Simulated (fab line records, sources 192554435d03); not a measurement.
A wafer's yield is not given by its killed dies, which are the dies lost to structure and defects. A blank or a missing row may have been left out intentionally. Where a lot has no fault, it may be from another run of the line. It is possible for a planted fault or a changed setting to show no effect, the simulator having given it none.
Matching of chambers || flow n5_finfet || N5_BEOL_M11_ALD_74 on ald_metal-02: 4 sister chambers
The step deposits TaN, target thk 2 nm, pulse time 2 s, purge time 3 s. 14 wafers are shown with their chamber, then 7 later ones without.

WAFERS WITH THEIR CHAMBER
{"wafer": "L074.3", "chamber": 2, "heater_power_w (W)": 402, "precursor_vessel_temp_c (C)": 74.70}
{"wafer": "L074.4", "chamber": 2, "heater_power_w (W)": 406, "precursor_vessel_temp_c (C)": 74.81}
{"wafer": "L074.5", "chamber": 0, "heater_power_w (W)": 400, "precursor_vessel_temp_c (C)": 75.04}
{"wafer": "L076.1", "chamber": 3, "heater_power_w (W)": 395, "precursor_vessel_temp_c (C)": 74.94}
{"wafer": "L076.4", "chamber": 2, "heater_power_w (W)": 407, "precursor_vessel_temp_c (C)": 75.09}
{"wafer": "L076.6", "chamber": 1, "heater_power_w (W)": 416, "precursor_vessel_temp_c (C)": 74.96}
{"wafer": "L080.3", "chamber": 0, "heater_power_w (W)": 385, "precursor_vessel_temp_c (C)": 75.02}
{"wafer": "L080.4", "chamber": 3, "heater_power_w (W)": 397, "precursor_vessel_temp_c (C)": 74.90}
{"wafer": "L080.5", "chamber": 1, "heater_power_w (W)": 399, "precursor_vessel_temp_c (C)": 75.12}
{"wafer": "L077.3", "chamber": 1, "heater_power_w (W)": 411, "precursor_vessel_temp_c (C)": 75.06}
{"wafer": "L077.5", "chamber": 2, "heater_power_w (W)": 398, "precursor_vessel_temp_c (C)": 75.16}
{"wafer": "L077.6", "chamber": 3, "heater_power_w (W)": 394, "precursor_vessel_temp_c (C)": 75.08}
{"wafer": "L089.1", "chamber": 2, "heater_power_w (W)": 404, "precursor_vessel_temp_c (C)": 74.91}
{"wafer": "L089.4", "chamber": 0, "heater_power_w (W)": 401, "precursor_vessel_temp_c (C)": 75.20}

SIGNATURES (means of the wafers above)
{"reading": "heater_power_w", "chamber 0": 395.33, "chamber 1": 408.67, "chamber 2": 403.40, "chamber 3": 395.33, "scatter within a chamber": 6.08}
{"reading": "precursor_vessel_temp_c", "chamber 0": 75.0867, "chamber 1": 75.0467, "chamber 2": 74.9340, "chamber 3": 74.9733, "scatter within a chamber": 0.14}
Rule: for each reading, subtract the chamber's mean from the wafer's reading, divide by that reading's scatter and square the result; add these up over the readings and take the root, which gives the wafer's distance from the chamber. The wafer belongs to the nearest chamber; if the next one is less than 2 further off, it can't be placed. The scatter is the square root of a quotient: the sum, over the shown wafers, of each reading's squared deviation from its chamber's mean, divided by wafers minus chambers.

WAFERS MISSING THEIR CHAMBER
{"wafer": "L089.5", "heater_power_w (W)": 394, "precursor_vessel_temp_c (C)": 74.98}
{"wafer": "L091.2", "heater_power_w (W)": 390, "precursor_vessel_temp_c (C)": 75.05}
{"wafer": "L091.3", "heater_power_w (W)": 406, "precursor_vessel_temp_c (C)": 75.02}
{"wafer": "L091.6", "heater_power_w (W)": 407, "precursor_vessel_temp_c (C)": 74.98}
{"wafer": "L097.1", "heater_power_w (W)": 386, "precursor_vessel_temp_c (C)": 74.92}
{"wafer": "L097.3", "heater_power_w (W)": 407, "precursor_vessel_temp_c (C)": 74.95}
{"wafer": "L097.5", "heater_power_w (W)": 380, "precursor_vessel_temp_c (C)": 74.90}

CHAMBER TAKEN BY EACH
{"wafer": "L089.5", "from the rows above": "can't be placed: 3 or 0 or 2", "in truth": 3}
{"wafer": "L091.2", "from the rows above": "can't be placed: 0 or 3 or 2", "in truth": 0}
{"wafer": "L091.3", "from the rows above": "can't be placed: 1 or 2 or 3 or 0", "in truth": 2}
{"wafer": "L091.6", "from the rows above": "can't be placed: 1 or 2 or 3 or 0", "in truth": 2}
{"wafer": "L097.1", "from the rows above": "can't be placed: 3 or 0 or 2", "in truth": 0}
{"wafer": "L097.3", "from the rows above": "can't be placed: 2 or 1 or 3 or 0", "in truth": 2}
{"wafer": "L097.5", "from the rows above": "can't be placed: 3 or 0 or 2", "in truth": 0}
0 of 7 placed correctly. Not placeable from these rows: 7 (in 7, the candidates include the true chamber). Number placed wrongly: 0.
